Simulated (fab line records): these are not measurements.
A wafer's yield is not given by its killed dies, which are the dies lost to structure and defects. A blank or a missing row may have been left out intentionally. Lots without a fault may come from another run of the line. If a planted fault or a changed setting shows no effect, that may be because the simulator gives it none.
Lot-split experiment    flow n5_finfet    21 wafers read from 7 lots, route of 1938 steps

== THE SPLIT ITSELF ==
At N5_BEOL_M6_COAT_22 (resist thk 30 nm), the setting spin_rpm was moved away from the recipe's 1500 rpm on 9 of the 21 wafers read, by -6.3% to +7.3%. This setting was run at the recipe's value on the other wafers.

Reading taken at the split's own step.

== THE READING ==
CAR-EUV_of_BEOL_M6_COAT_22.thk_nm (the simulator's own value, which no gauge read), in nm, at N5_BEOL_M6_COAT_22 (resist thk 30 nm). The file does not state a usual value for it. Across the 12 wafers here that went through the recipe, the average is 30.0 nm and the standard deviation 0.11 nm.

wafer   tool, chamber at the split  spin_rpm as run, rpm  against the recipe  CAR-EUV_of_BEOL_M6_COAT_22.thk_nm, nm  against lot-mates on the recipe
L083.1  litho_track-05, 0           1563                  +4.2%               29.4                                   -0.6
L083.2  litho_track-05, 0           1563                  +4.2%               29.4                                   -0.6
L083.6  litho_track-05, 0           1500                  recipe              30                                     -
L084.1  litho_track-03, 0           1500                  recipe              29.8                                   -
L084.5  litho_track-03, 0           1500                  recipe              29.8                                   -
L084.6  litho_track-03, 0           1442                  -3.9%               30.4                                   +0.6
L085.1  litho_track-03, 0           1406                  -6.3%               31.2                                   +1.1
L085.2  litho_track-03, 0           1500                  recipe              30.2                                   -
L085.4  litho_track-03, 0           1500                  recipe              30                                     -
L089.3  litho_track-05, 0           1500                  recipe              30                                     -
L089.4  litho_track-05, 0           1500                  recipe              30                                     -
L089.6  litho_track-05, 0           1500                  recipe              30                                     -
L090.2  litho_track-01, 0           1605                  +7.0%               29                                     no lot-mate on the recipe
L090.4  litho_track-01, 0           1605                  +7.0%               29                                     no lot-mate on the recipe
L090.5  litho_track-01, 0           1605                  +7.0%               29                                     no lot-mate on the recipe
L092.1  litho_track-03, 0           1500                  recipe              29.8                                   -
L092.3  litho_track-03, 0           1500                  recipe              30                                     -
L092.5  litho_track-03, 0           1500                  recipe              30                                     -
L095.2  litho_track-03, 0           1500                  recipe              30                                     -
L095.5  litho_track-03, 0           1610                  +7.3%               29                                     -1.0
L095.6  litho_track-03, 0           1610                  +7.3%               29                                     -1.0

THE FIT
A straight line over all 21 wafers: CAR-EUV_of_BEOL_M6_COAT_22.thk_nm changes by -0.144 nm for each +1% of spin_rpm; r = -0.98; the points scatter about the line by 0.12 nm.
The same after taking each lot's own level away (the mean of its wafers on the recipe; 18 wafers): -0.148 nm for each +1%; r = -0.99; scatter 0.072 nm.
According to that fit, moving spin_rpm by its largest amount changes the reading by 1.1 nm.
The lots' own levels span 29.80 to 30.10 nm, that is 2.7 times the standard deviation above.
Consequently the slope shifts little with the lot-to-lot level, the two slopes agreeing.
Check: -1.09 nm against its lot-mates is what the line predicts for one of the wafers moved furthest among these (+7.3%) when that wafer is left out of the fit. Against them it came out at -1 nm.

== FURTHER SPLITS ON THESE WAFERS ==
Before the reading, these wafers also passed through other splits. Each is held against what the fit with the lots' levels taken away leaves over:
other split on the same wafers  wafers away from the commonest value  r with CAR-EUV_of_BEOL_M6_COAT_22.thk_nm (lot level and that fit taken away)
N5_BEOL_M6_COAT_60 spin_rpm     4                                     -0.19
N5_BEOL_M6_ETCH_62 time_s       5                                     +0.19

== THE FILE'S OWN FIT ==
CAR-EUV_of_BEOL_M6_COAT_22.thk_nm changes by -0.152 nm for each +1% of spin_rpm, r = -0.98.
